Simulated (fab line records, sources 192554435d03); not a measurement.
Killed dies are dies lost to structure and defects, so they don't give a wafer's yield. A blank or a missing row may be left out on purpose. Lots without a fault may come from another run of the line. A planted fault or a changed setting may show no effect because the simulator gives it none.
Which tool did it? | flow n5_finfet | 24 lots, 72 wafers sampled, at 6 steps of a route of 1938

WHAT THE GAUGES READ, wafer by wafer
N5_MOL_CONTACT_COAG_OVL_MEAS_09. Usual: CA_OVL 0.4 nm, standard deviation 0.73.
lot  | measured     | on         | CA_OVL (nm)   | flag
L074 | day 4 20:14  | overlay-02 | 1.0 0.7 0.6   |
L075 | day 5 01:10  | overlay-02 | -0.1 2.2 0.8  |
L076 | day 5 07:32  | overlay-01 | -0.2 0.0 0.0  |
L077 | day 5 14:30  | overlay-02 | 0.9 0.0 0.9   |
L078 | day 5 21:59  | overlay-01 | 1.0 0.1 0.3   |
L079 | day 6 05:40  | overlay-02 | -0.7 0.8 -0.1 |
L080 | day 6 08:01  | overlay-02 | 0.3 -0.1 -0.5 |
L081 | day 6 10:20  | overlay-02 | 1.4 1.8 1.5   |
L082 | day 6 17:08  | overlay-02 | 0.0 0.1 -0.1  |
L083 | day 6 19:50  | overlay-01 | 1.6 1.5 -0.7  |
L084 | day 7 03:41  | overlay-02 | -0.4 0.2 -0.1 |
L085 | day 7 09:38  | overlay-01 | 0.4 -0.4 0.5  |
L086 | day 7 17:08  | overlay-01 | -0.6 0.6 0.8  |
L087 | day 7 19:59  | overlay-01 | 0.0 0.2 -0.4  |
L088 | day 8 02:31  | overlay-02 | -0.6 0.1 -0.4 |
L089 | day 8 08:34  | overlay-02 | 0.1 1.9 1.3   |
L090 | day 8 17:31  | overlay-01 | 0.5 -0.4 0.0  |
L091 | day 8 19:28  | overlay-02 | 0.6 1.0 0.6   |
L092 | day 9 05:17  | overlay-01 | 0.4 0.5 -0.1  |
L093 | day 9 08:46  | overlay-02 | 0.4 -0.1 1.5  |
L094 | day 9 15:02  | overlay-01 | 1.8 -0.1 -1.2 |
L095 | day 9 23:37  | overlay-01 | -0.5 0.2 1.7  |
L096 | day 10 05:24 | overlay-01 | 0.9 -0.5 -0.4 |
L097 | day 10 10:16 | overlay-01 | -0.7 0.2 -0.5 |

N5_MOL_CONTACT_COAG_INSPECT_10: inspects for defects (brightfield). Usual: raw_defect_count 70, standard deviation 27.
lot  | measured     | on                | raw_defect_count | flag
L074 | day 4 20:17  | defect_inspect-01 | 92 65 65         |
L075 | day 5 01:13  | defect_inspect-02 | 99 84 106        |
L076 | day 5 07:36  | defect_inspect-01 | 75 60 149        |
L077 | day 5 14:32  | defect_inspect-01 | 34 26 51         |
L078 | day 5 22:02  | defect_inspect-01 | 51 60 66         |
L079 | day 6 05:44  | defect_inspect-02 | 66 42 51         |
L080 | day 6 08:04  | defect_inspect-02 | 97 58 132        |
L081 | day 6 10:23  | defect_inspect-02 | 42 65 45         |
L082 | day 6 17:11  | defect_inspect-01 | 51 28 54         |
L083 | day 6 19:53  | defect_inspect-02 | 71 99 65         |
L084 | day 7 03:45  | defect_inspect-01 | 67 107 68        |
L085 | day 7 09:41  | defect_inspect-02 | 129 90 59        |
L086 | day 7 17:11  | defect_inspect-01 | 37 41 44         |
L087 | day 7 20:02  | defect_inspect-02 | 43 48 63         |
L088 | day 8 02:34  | defect_inspect-02 | 56 61 47         |
L089 | day 8 08:37  | defect_inspect-01 | 54 74 37         |
L090 | day 8 17:35  | defect_inspect-02 | 91 56 76         |
L091 | day 8 19:31  | defect_inspect-01 | 63 98 87         |
L092 | day 9 05:20  | defect_inspect-01 | 90 42 54         |
L093 | day 9 08:49  | defect_inspect-01 | 90 90 123        |
L094 | day 9 15:06  | defect_inspect-02 | 64 80 69         |
L095 | day 9 23:40  | defect_inspect-01 | 66 69 72         |
L096 | day 10 05:28 | defect_inspect-02 | 99 139 72        |
L097 | day 10 10:19 | defect_inspect-01 | 78 41 78         |

WHICH TOOL RAN EACH LOT (tool, then ch and the chambers of the sampled wafers, then the start)
lot  | N5_GATE_CUT_STRIP_59              | N5_GATE_CUT_CUT_ETCH_53          | N5_GATE_CUT_STRIP_21                 | N5_GATE_CUT_CMP_23
L074 | rie_diel-05 ch 1,2,3, day 4 12:41 | rie_metal-02 ch 0,1, day 4 16:48 | plasma_asher-02 ch 0,1, day 4 17:05  | cmp-03 ch 0,1,2, day 4 18:44
L075 | rie_diel-01 ch 0,1,2, day 4 18:01 | rie_metal-03 ch 0,1, day 4 21:41 | plasma_asher-01 ch 0,1, day 4 21:59  | cmp-03 ch 0,1, day 4 23:42
L076 | rie_diel-06 ch 1,2,3, day 4 23:57 | rie_metal-01 ch 0,1, day 5 04:04 | plasma_asher-02 ch 1, day 5 04:22    | cmp-04 ch 0,2,3, day 5 06:10
L077 | rie_diel-06 ch 1,2, day 5 07:16   | rie_metal-02 ch 0,1, day 5 11:05 | plasma_asher-01 ch 0,1, day 5 11:22  | cmp-03 ch 0,1,3, day 5 13:00
L078 | rie_diel-01 ch 0,3, day 5 14:34   | rie_metal-03 ch 0,1, day 5 18:19 | plasma_asher-02 ch 0,1, day 5 18:51  | cmp-02 ch 1,2,3, day 5 20:29
L079 | rie_diel-01 ch 2,3, day 5 22:25   | rie_metal-03 ch 0,1, day 6 02:15 | plasma_asher-02 ch 0,1, day 6 02:32  | cmp-04 ch 0,2,3, day 6 04:11
L080 | rie_diel-05 ch 2,3, day 6 01:02   | rie_metal-01 ch 0,1, day 6 04:43 | plasma_asher-02 ch 0,1, day 6 05:00  | cmp-03 ch 0,2, day 6 06:41
L081 | rie_diel-01 ch 1,2,3, day 6 02:56 | rie_metal-01 ch 0,1, day 6 06:53 | plasma_asher-01 ch 0,1, day 6 07:11  | cmp-03 ch 0,1, day 6 08:50
L082 | rie_diel-06 ch 1,2, day 6 10:02   | rie_metal-01 ch 0, day 6 13:42   | plasma_asher-01 ch 0,1, day 6 13:59  | cmp-03 ch 0,1, day 6 15:38
L083 | rie_diel-01 ch 1,3, day 6 12:44   | rie_metal-01 ch 0,1, day 6 16:26 | plasma_asher-01 ch 0,1, day 6 16:43  | cmp-03 ch 1,2,3, day 6 18:27
L084 | rie_diel-06 ch 0,3, day 6 20:28   | rie_metal-02 ch 0,1, day 7 00:16 | plasma_asher-02 ch 0,1, day 7 00:33  | cmp-04 ch 0,2, day 7 02:14
L085 | rie_diel-01 ch 0,2, day 7 02:32   | rie_metal-03 ch 0,1, day 7 06:20 | plasma_asher-01 ch 0,1, day 7 06:38  | cmp-04 ch 1,2,3, day 7 08:16
L086 | rie_diel-01 ch 0,1,3, day 7 09:32 | rie_metal-01 ch 0,1, day 7 13:29 | plasma_asher-01 ch 0,1, day 7 13:46  | cmp-02 ch 1,2,3, day 7 15:38
L087 | rie_diel-05 ch 1,2,3, day 7 12:41 | rie_metal-01 ch 0,1, day 7 16:34 | plasma_asher-01 ch 0,1, day 7 16:52  | cmp-04 ch 0,2,3, day 7 18:34
L088 | rie_diel-06 ch 0,3, day 7 19:23   | rie_metal-02 ch 0,1, day 7 23:13 | plasma_asher-02 ch 0,1, day 7 23:30  | cmp-02 ch 0,2,3, day 8 01:08
L089 | rie_diel-05 ch 2,3, day 8 01:09   | rie_metal-03 ch 0, day 8 05:08   | plasma_asher-01 ch 0,1, day 8 05:25  | cmp-03 ch 2,3, day 8 07:06
L090 | rie_diel-01 ch 1,3, day 8 08:43   | rie_metal-03 ch 0,1, day 8 12:31 | plasma_asher-01 ch 0,1, day 8 12:49  | cmp-04 ch 0,2,3, day 8 16:02
L091 | rie_diel-01 ch 2,3, day 8 11:35   | rie_metal-03 ch 0,1, day 8 16:10 | plasma_asher-01 ch 0,1, day 8 16:28  | cmp-02 ch 1,3, day 8 18:08
L092 | rie_diel-06 ch 1,2,3, day 8 22:17 | rie_metal-02 ch 0,1, day 9 01:58 | plasma_asher-02 ch 0,1, day 9 02:16  | cmp-03 ch 1,2,3, day 9 03:57
L093 | rie_diel-01 ch 0,3, day 9 00:49   | rie_metal-01 ch 1, day 9 04:31   | plasma_asher-02 ch 0,1, day 9 05:07  | cmp-04 ch 2,3, day 9 07:23
L094 | rie_diel-05 ch 0,1,2, day 9 07:56 | rie_metal-02 ch 0,1, day 9 11:37 | plasma_asher-02 ch 0,1, day 9 11:55  | cmp-03 ch 1,2,3, day 9 13:35
L095 | rie_diel-05 ch 1,2,3, day 9 16:15 | rie_metal-03 ch 0, day 9 20:02   | plasma_asher-01 ch 0,1, day 9 20:36  | cmp-02 ch 0,1,3, day 9 22:15
L096 | rie_diel-01 ch 1,2,3, day 9 22:09 | rie_metal-01 ch 1, day 10 01:50  | plasma_asher-01 ch 0, day 10 02:23   | cmp-02 ch 0,2, day 10 04:05
L097 | rie_diel-05 ch 1,2, day 10 02:47  | rie_metal-03 ch 0, day 10 06:34  | plasma_asher-01 ch 0,1, day 10 07:08 | cmp-02 ch 0,1,2, day 10 08:49
- N5_GATE_CUT_STRIP_59: strips in N2/H2, time 20 s.
- N5_GATE_CUT_CUT_ETCH_53: etches W in SF6/Cl2, target depth 79.2 nm.
- N5_GATE_CUT_STRIP_21: strips in N2/H2, time 30 s.
- N5_GATE_CUT_CMP_23: polishes, stops on SiO2, t overpolish 23.4 s, target thk 16 nm.

WHAT THE TOOLS THEMSELVES READ (means of the sampled wafers that have a number; where no wafer has one, the mark that the record gives instead)
N5_GATE_CUT_STRIP_59. Usual: drypump_motor_current_A 5.6 A, standard deviation 0.32; h2_flow_sccm 300.0 sccm, standard deviation 1; oes_product_au 0.78 a.u., standard deviation 0.093; rf_vpp_V 45.2 V, standard deviation 0.78; showerhead_plenum_p_Torr 3.39 Torr, standard deviation 0.13; throttle_valve_pct 12.28 %, standard deviation 0.27.
lot  | tool        | drypump_motor_current_A (A) | h2_flow_sccm (sccm) | oes_product_au (a.u.) | rf_vpp_V (V) | showerhead_plenum_p_Torr (Torr) | throttle_valve_pct (%) | flag
L074 | rie_diel-05 | 5.4                         | 299.3               | 0.74                  | 45.6         | 3.31                            | 12.42                  |
L075 | rie_diel-01 | 5.5                         | 300.0               | 0.74                  | 46.0         | 3.44                            | 12.23                  |
L076 | rie_diel-06 | 6.0                         | 300.6               | 0.82                  | 45.0         | 3.26                            | 12.12                  |
L077 | rie_diel-06 | 5.8                         | 299.4               | 0.88                  | 45.3         | 3.29                            | 12.14                  |
L078 | rie_diel-01 | 5.5                         | 299.5               | 0.86                  | 45.5         | 3.57                            | 12.22                  |
L079 | rie_diel-01 | 5.6                         | 300.2               | 0.87                  | 45.6         | 3.56                            | 12.29                  |
L080 | rie_diel-05 | 5.2                         | 300.2               | 0.72                  | 44.6         | 3.27                            | 12.66                  |
L081 | rie_diel-01 | 5.6                         | 300.8               | 0.79                  | 44.8         | 3.50                            | 12.31                  |
L082 | rie_diel-06 | 5.9                         | 298.9               | 0.80                  | 45.8         | 3.26                            | 12.36                  |
L083 | rie_diel-01 | 5.6                         | 299.4               | 0.84                  | 45.6         | 3.57                            | 12.36                  |
L084 | rie_diel-06 | 5.6                         | 300.3               | 0.77                  | 44.7         | 3.32                            | 12.11                  |
L085 | rie_diel-01 | 5.5                         | 300.1               | 0.75                  | 45.4         | 3.42                            | 12.20                  |
L086 | rie_diel-01 | 5.5                         | 301.0               | 0.76                  | 45.1         | 3.50                            | 12.30                  |
L087 | rie_diel-05 | 5.4                         | 299.4               | 0.73                  | 45.4         | 3.30                            | 12.47                  |
L088 | rie_diel-06 | 6.0                         | 299.7               | 0.75                  | 45.6         | 3.27                            | 12.04                  |
L089 | rie_diel-05 | 5.4                         | 299.7               | 0.70                  | 44.9         | 3.29                            | 12.51                  |
L090 | rie_diel-01 | 5.6                         | 300.2               | 0.83                  | 45.5         | 3.56                            | 12.38                  |
L091 | rie_diel-01 | 5.7                         | 299.4               | 0.81                  | 45.2         | 3.48                            | 12.31                  |
L092 | rie_diel-06 | 6.0                         | 300.5               | 0.79                  | 44.6         | 3.24                            | 12.19                  |
L093 | rie_diel-01 | 5.5                         | 300.4               | 0.93                  | 45.9         | 3.56                            | 12.07                  |
L094 | rie_diel-05 | 5.5                         | 300.5               | 0.79                  | 45.6         | 3.42                            | 12.16                  |
L095 | rie_diel-05 | 5.4                         | 300.6               | 0.72                  | 44.7         | 3.30                            | 12.50                  |
L096 | rie_diel-01 | 5.6                         | 299.7               | 0.77                  | 45.5         | 3.48                            | 12.39                  |
L097 | rie_diel-05 | 5.5                         | 300.4               | 0.70                  | 45.0         | 3.32                            | 12.33                  |

N5_GATE_CUT_CUT_ETCH_53. Usual: drypump_motor_current_A 5.7 A, standard deviation 0.51; etch_rf_on_time_s 26.7 s, standard deviation 0.74; oes_product_au 0.65 a.u., standard deviation 0.11; throttle_valve_pct 28.96 %, standard deviation 0.17.
lot  | tool         | drypump_motor_current_A (A) | etch_rf_on_time_s (s) | oes_product_au (a.u.) | throttle_valve_pct (%) | flag
L074 | rie_metal-02 | 6.5                         | 26.0                  | 0.68                  | 29.08                  |
L075 | rie_metal-03 | 5.6                         | 26.9                  | 0.54                  | 29.10                  |
L076 | rie_metal-01 | 5.5                         | 27.0                  | 0.62                  | 28.84                  |
L077 | rie_metal-02 | 6.6                         | 26.1                  | 0.70                  | 29.17                  |
L078 | rie_metal-03 | 5.6                         | 26.8                  | 0.53                  | 29.10                  |
L079 | rie_metal-03 | 5.4                         | 27.0                  | 0.54                  | 29.00                  |
L080 | rie_metal-01 | 5.5                         | 27.2                  | 0.61                  | 28.83                  |
L081 | rie_metal-01 | 5.3                         | 27.4                  | 0.57                  | 28.93                  |
L082 | rie_metal-01 | 5.2                         | 27.7                  | 0.53                  | 29.02                  |
L083 | rie_metal-01 | 5.3                         | 27.8                  | 0.56                  | 28.92                  |
L084 | rie_metal-02 | 6.6                         | 26.0                  | 0.70                  | 29.17                  |
L085 | rie_metal-03 | 5.5                         | 26.8                  | 0.79                  | 28.89                  |
L086 | rie_metal-01 | 5.4                         | 27.3                  | 0.61                  | 28.84                  |
L087 | rie_metal-01 | 5.5                         | 27.3                  | 0.60                  | 28.83                  |
L088 | rie_metal-02 | 6.5                         | 26.1                  | 0.67                  | 29.09                  |
L089 | rie_metal-03 | 5.7                         | 26.0                  | 0.87                  | 28.87                  |
L090 | rie_metal-03 | 5.4                         | 26.8                  | 0.65                  | 28.89                  |
L091 | rie_metal-03 | 5.6                         | 26.5                  | 0.75                  | 28.88                  |
L092 | rie_metal-02 | 6.6                         | 26.1                  | 0.69                  | 29.18                  |
L093 | rie_metal-01 | 5.6                         | 27.2                  | 0.63                  | 28.77                  |
L094 | rie_metal-02 | 6.6                         | 26.0                  | 0.69                  | 29.18                  |
L095 | rie_metal-03 | 5.7                         | 26.2                  | 0.83                  | 28.89                  |
L096 | rie_metal-01 | 5.6                         | 27.1                  | 0.63                  | 28.76                  |
L097 | rie_metal-03 | 5.7                         | 26.2                  | 0.82                  | 28.89                  |

N5_GATE_CUT_STRIP_21. Usual: drypump_motor_current_A 5.4 A, standard deviation 0.32; h2_flow_sccm 3250 sccm, standard deviation 9.6; heater_power_w 344 W, standard deviation 54.
lot  | tool            | drypump_motor_current_A (A) | h2_flow_sccm (sccm) | heater_power_w (W) | flag
L074 | plasma_asher-02 | 5.6                         | 3253                | 391                |
L075 | plasma_asher-01 | 5.4                         | 3253                | 331                |
L076 | plasma_asher-02 | 5.8                         | 3270                | 419                |
L077 | plasma_asher-01 | 5.3                         | 3253                | 299                |
L078 | plasma_asher-02 | 5.3                         | 3253                | 370                |
L079 | plasma_asher-02 | 5.6                         | 3245                | 388                |
L080 | plasma_asher-02 | 5.3                         | 3256                | 372                |
L081 | plasma_asher-01 | 5.3                         | 3256                | 301                |
L082 | plasma_asher-01 | 5.4                         | 3240                | 333                |
L083 | plasma_asher-01 | 5.5                         | 3245                | 331                |
L084 | plasma_asher-02 | 5.3                         | 3257                | 374                |
L085 | plasma_asher-01 | 5.4                         | 3248                | 333                |
L086 | plasma_asher-01 | 5.3                         | 3247                | 304                |
L087 | plasma_asher-01 | 5.3                         | 3253                | 301                |
L088 | plasma_asher-02 | 5.3                         | 3252                | 369                |
L089 | plasma_asher-01 | 5.5                         | 3251                | 333                |
L090 | plasma_asher-01 | 5.3                         | 3248                | 303                |
L091 | plasma_asher-01 | 5.3                         | 3245                | 298                |
L092 | plasma_asher-02 | 5.3                         | 3238                | 374                |
L093 | plasma_asher-02 | 5.5                         | 3247                | 399                |
L094 | plasma_asher-02 | 5.3                         | 3246                | 371                |
L095 | plasma_asher-01 | 5.3                         | 3250                | 301                |
L096 | plasma_asher-01 | 5.6                         | 3230                | 363                |
L097 | plasma_asher-01 | 5.5                         | 3257                | 331                |

N5_GATE_CUT_CMP_23. Usual: motor_current_A 9.3 A, standard deviation 0.7; overpolish_run_s 23.401 s, standard deviation 0.0081; time_to_endpoint_s 20 s, standard deviation 3.4.
lot  | tool   | motor_current_A (A) | overpolish_run_s (s) | time_to_endpoint_s (s) | flag
L074 | cmp-03 | 9.5                 | 23.398               | 18                     |
L075 | cmp-03 | 9.1                 | 23.402               | 17                     |
L076 | cmp-04 | 8.5                 | 23.411               | 20                     |
L077 | cmp-03 | 9.0                 | 23.396               | 18                     |
L078 | cmp-02 | 10.0                | 23.397               | 19                     |
L079 | cmp-04 | 8.9                 | 23.399               | 22                     |
L080 | cmp-03 | 9.4                 | 23.395               | 20                     |
L081 | cmp-03 | 9.3                 | 23.404               | 15                     |
L082 | cmp-03 | 9.4                 | 23.400               | 17                     |
L083 | cmp-03 | 9.5                 | 23.397               | 22                     |
L084 | cmp-04 | 8.3                 | 23.401               | 19                     |
L085 | cmp-04 | 9.1                 | 23.398               | 22                     |
L086 | cmp-02 | 9.7                 | 23.407               | 21                     |
L087 | cmp-04 | 8.4                 | 23.408               | 22                     |
L088 | cmp-02 | 9.5                 | 23.400               | 22                     |
L089 | cmp-03 | 10.0                | 23.398               | 23                     |
L090 | cmp-04 | 8.8                 | 23.402               | 20                     |
L091 | cmp-02 | 9.5                 | 23.395               | 19                     |
L092 | cmp-03 | 9.7                 | 23.394               | 21                     |
L093 | cmp-04 | 9.3                 | 23.395               | 21                     |
L094 | cmp-03 | 9.7                 | 23.405               | 20                     |
L095 | cmp-02 | 9.3                 | 23.400               | 20                     |
L096 | cmp-02 | 9.1                 | 23.408               | 20                     |
L097 | cmp-02 | 8.8                 | 23.408               | 24                     |

THE ANSWER, worked out from the rows above alone
Rule: a lot is off if the mean of its wafers that have a number lies more than 3 standard deviations from the usual mean. A lot without any number at a reading at which 4 lots or more have one is off too. The other lots that the step has rows for count as sound. The gauges are gone through in route order, then the tools' own readings, and for those a lot's mean is taken as printed above. The first step at which some lot is off is used, and at that step the reading that is off furthest; a lot without a number counts as furthest.
No lot is off at any reading shown: from this, nothing can be told.

WHAT THE SIMULATOR HAD PUT IN
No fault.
